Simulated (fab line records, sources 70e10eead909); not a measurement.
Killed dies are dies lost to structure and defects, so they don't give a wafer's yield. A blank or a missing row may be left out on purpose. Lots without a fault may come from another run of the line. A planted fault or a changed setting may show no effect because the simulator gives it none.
Chamber matching | flow nand_harc | NHARC_P_GATE_DESCUM_61 on rie_diel-11: 4 sister chambers
The step chemistry O2, time 3 s. 4 wafers are shown with their chamber, then 8 later ones without.

WAFERS WITH THEIR CHAMBER
wafer  | chamber | showerhead_plenum_p_Torr (Torr)
L390.1 | 0       | 2.03
L390.5 | 3       | 1.95
L390.6 | 2       | 1.81
L400.1 | 1       | 2.04

WAFERS WITHOUT THEIR CHAMBER
wafer  | showerhead_plenum_p_Torr (Torr)
L400.3 | 1.95
L400.5 | 1.94
L401.3 | 1.94
L401.5 | 1.94
L401.6 | 1.81
L402.1 | 1.81
L402.2 | 1.94
L402.3 | 2.02

WHICH CHAMBER EACH WENT THROUGH
wafer  | from the rows above     | in truth
L400.3 | 3                       | 3
L400.5 | 3                       | 3
L401.3 | 3                       | 3
L401.5 | 3                       | 3
L401.6 | 2                       | 2
L402.1 | 2                       | 2
L402.2 | 3                       | 3
L402.3 | can't be placed: 0 or 1 | 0
Placed correctly: 7 of 8. Can't be placed from these rows: 1 (the true chamber is among the candidates in 1). Placed wrongly: 0.
How it was worked out, from the rows above alone: a wafer's distance from a chamber is the root of the sum, over the readings, of the square of ((its reading less the chamber's mean) divided by the reading's scatter). The wafer belongs to the nearest chamber; if the next one is less than 2 further off, it can't be placed. A chamber's mean is the mean of its shown wafers. The scatter: with one shown wafer a chamber, the root of the mean of the squares of how far each hidden wafer lies from its nearest shown one.
